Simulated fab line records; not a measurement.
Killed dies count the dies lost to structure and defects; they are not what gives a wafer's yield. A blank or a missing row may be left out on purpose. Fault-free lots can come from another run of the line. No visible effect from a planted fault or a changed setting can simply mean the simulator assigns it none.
Comparing a struck lot with a sound one | flow n5Finfet | 15 steps out of a route of 1938
Sound: these wafers, L871.1, L871.2, L871.3. Struck: wafers L881.2, L881.5 (left out: L881.1, a lot-mate that was not struck); the cause follows at the end.
At each step with rows: each side's tool, then ch and its chambers, then its first start. Under that, the readings that differ: sound wafers | struck wafers | difference of the means | sigmas: that difference in standard deviations of wafers without a fault.
alike: readings with means less than 2 such deviations apart, plus words and numbers identical on both sides. not compared: withheld readings, readings lacking a value on some wafer, bounds such as >300 that could conceal the same value, and numbers that have no deviation in the record and whose values overlap.
Wherever a step has rows on one side only, a row that says differs or no value, or a row with sigmas, the two part there. When numbers do not overlap yet have no deviation, they are printed without sigmas and do not part them. Lack of a reading on every wafer of one side parts them only where that side has two or more wafers.

first, 2 steps without rows for these wafers: N5_BEOL_M12_DEVELOP_27 (develop time 45 s); N5_BEOL_M12_HARDBAKE_32 (time 120 s).
N5_BEOL_M12_CD_MEAS_28: target cd 160.2 nm.
  sound on cdSem-03 ch 0, day 12 00:50; struck on cdSem-02 ch 0, day 14 01:38
  alike: cdNm
N5_BEOL_M12_OVL_MEAS_29:
  sound on overlay-02 ch 0, day 12 00:52; struck on overlay-01 ch 0, day 14 01:40
  alike: M12_OVL
N5_BEOL_M12_INSPECT_30: inspects for defects (macro).
  struck on defectInspect-01, day 14 01:42; sound on defectInspect-01, day 12 00:53
  alike: rawDefectCount
N5_BEOL_M12_DESCUM_33: chemistry O2, time 7.9 s.
  sound on rieDiel-04 ch 1,2,3, day 12 00:56; struck on rieDiel-06 ch 3, day 14 01:44
  alike: drypumpMotorCurrentA, oesProductAu, rfVppV, showerheadPlenumPTorr, throttleValvePct
  not compared: rfHoursCounterH
N5_BEOL_M12_ETCH_67: etches SiARC in CF4, target depth 143 nm, time 238.3 s.
  sound on rieDiel-04 ch 1,2,3, day 12 00:58; struck on rieDiel-06 ch 3, day 14 01:46
  alike: cf4FlowSccm, drypumpMotorCurrentA, etchRfOnTimeS, oesProductAu, rfVppV, showerheadPlenumPTorr, throttleValvePct
  not compared: rfHoursCounterH
N5_BEOL_M12_ETCH_68: etches SOC in N2/H2, time 285 s.
  sound on rieDiel-04 ch 1,2,3, day 12 01:07; struck on rieDiel-06 ch 3, day 14 01:55
  alike: drypumpMotorCurrentA, oesProductAu, rfVppV, showerheadPlenumPTorr, throttleValvePct
  not compared: rfHoursCounterH
then, 1 step without rows for these wafers: N5_BEOL_M12_STRIP_69 (strips in N2/H2).
N5_BEOL_M12_TRENCH_ETCH_34: etches SiOC in C4F8/O2/Ar, target depth 318.95 nm, time 125.5 s.
  sound on rieDiel-04 ch 1,2,3, day 12 01:18; struck on rieDiel-06 ch 3, day 14 02:06
  alike: drypumpMotorCurrentA, oesProductAu, rfVppV, showerheadPlenumPTorr, throttleValvePct
  not compared: rfHoursCounterH
then, 1 step without rows for these wafers: N5_BEOL_M12_STRIP_70 (strips in C4F8/O2/Ar).
N5_BEOL_M12_OCD_MEAS_35:
  struck on ocd-01, day 14 02:15; sound on ocd-01, day 12 01:28
  alike: trenchDepthNm
N5_BEOL_M12_STRIP_37: strips in N2/H2.
  sound on plasmaAsher-02 ch 0,1, day 12 01:30; struck on plasmaAsher-01 ch 1, day 14 02:17
reading           | sound          | struck    | difference | sigmas
h2FlowSccm (sccm) | 3258 3233 3247 | 2916 2903 | -336       | -36
  alike: drypumpMotorCurrentA, heaterPowerW, oesProductAu
  not compared: rfHoursCounterH
N5_BEOL_M12_ETCH_38: etches SiCN in CF4/N2, target depth 68.7 nm, time 73.4 s.
  sound on rieDiel-01 ch 0,1,2, day 12 02:14; struck on rieDiel-04 ch 0,3, day 14 03:24
  alike: cf4FlowSccm, drypumpMotorCurrentA, oesProductAu, rfVppV, showerheadPlenumPTorr, throttleValvePct
  not compared: rfHoursCounterH
then, 1 step without rows for these wafers: N5_PASSIVATION_PROBE_49.

## WHERE THEY PART
N5_BEOL_M12_STRIP_37 only, going by this record. Later steps at which nothing parts them and some readings are alike: N5_BEOL_M12_ETCH_38.

WHY: what the simulator had put in
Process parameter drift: plasmaAsher-01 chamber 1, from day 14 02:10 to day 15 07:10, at N5_BEOL_M12_STRIP_37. The setting h2FlowSccm was moved by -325, starting from 3250. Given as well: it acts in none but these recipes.
